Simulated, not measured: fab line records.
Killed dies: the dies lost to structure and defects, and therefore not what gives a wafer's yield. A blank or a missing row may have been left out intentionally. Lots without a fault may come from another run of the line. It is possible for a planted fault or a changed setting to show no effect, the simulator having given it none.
Matching of chambers    flow nand_harc    rie_diel-02 running NHARC_P_M0_DESCUM_14: 4 sister chambers
The step chemistry O2, time 3 s. 16 wafers are shown with their chamber, then 8 later ones without.

== WAFERS, EACH WITH ITS CHAMBER ==
wafer   chamber  showerhead_plenum_p_Torr (Torr)  drypump_motor_current_A (A)  rf_vpp_V (V)
L604.2  0        2.04                             6.2                          59.0
L604.5  3        1.81                             6.6                          57.4
L604.6  0        2.04                             6.2                          57.5
L607.1  0        2.03                             6.2                          58.9
L607.2  2        1.92                             6.4                          58.0
L607.6  3        1.80                             6.6                          56.6
L611.1  1        1.91                             6.6                          58.0
L611.2  0        2.03                             6.1                          58.5
L611.4  3        1.80                             6.6                          57.5
L613.1  3        1.80                             6.6                          57.1
L613.2  2        1.92                             6.4                          57.2
L613.3  1        1.90                             6.6                          58.9
L617.2  3        1.80                             6.6                          56.5
L617.3  0        2.03                             6.2                          58.4
L617.4  1        1.90                             6.6                          58.6
L620.4  2        1.91                             6.4                          58.1

SIGNATURES, as means of the wafers listed above
reading                   chamber 0  chamber 1  chamber 2  chamber 3  scatter within a chamber
showerhead_plenum_p_Torr  2.0340     1.9033     1.9167     1.8020     0.00527
drypump_motor_current_A   6.180      6.600      6.400      6.600      0.0258
rf_vpp_V                  58.460     58.500     57.767     57.020     0.512
Rule: a wafer lies at a distance from a chamber equal to the root of the sum of squares, over the readings, of (its reading less the chamber's mean, divided by the reading's scatter). The wafer belongs to the nearest chamber; if the next one is less than 2 further off, it can't be placed. How the scatter is found: for the shown wafers, subtract from each reading the mean of its chamber, square and add these, divide the total by (wafers less chambers), then take the root.

== WAFERS WITHOUT THEIR CHAMBER ==
wafer   showerhead_plenum_p_Torr (Torr)  drypump_motor_current_A (A)  rf_vpp_V (V)
L620.5  1.80                             6.6                          58.6
L620.6  1.91                             6.4                          59.2
L622.2  1.80                             6.6                          56.6
L622.4  1.90                             6.6                          57.6
L622.5  1.80                             6.6                          56.7
L624.3  1.80                             6.6                          56.1
L624.5  1.80                             6.6                          57.3
L624.6  1.91                             6.5                          57.8

== WHICH CHAMBER EACH WENT THROUGH ==
wafer   from the rows above      in truth
L620.5  3                        3
L620.6  2                        2
L622.2  3                        3
L622.4  1                        1
L622.5  3                        3
L624.3  3                        3
L624.5  3                        3
L624.6  can't be placed: 2 or 1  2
7 of 8 placed correctly. Cannot be placed on the basis of these rows: 1; the candidates contain the true chamber in 1. Number placed wrongly: 0.
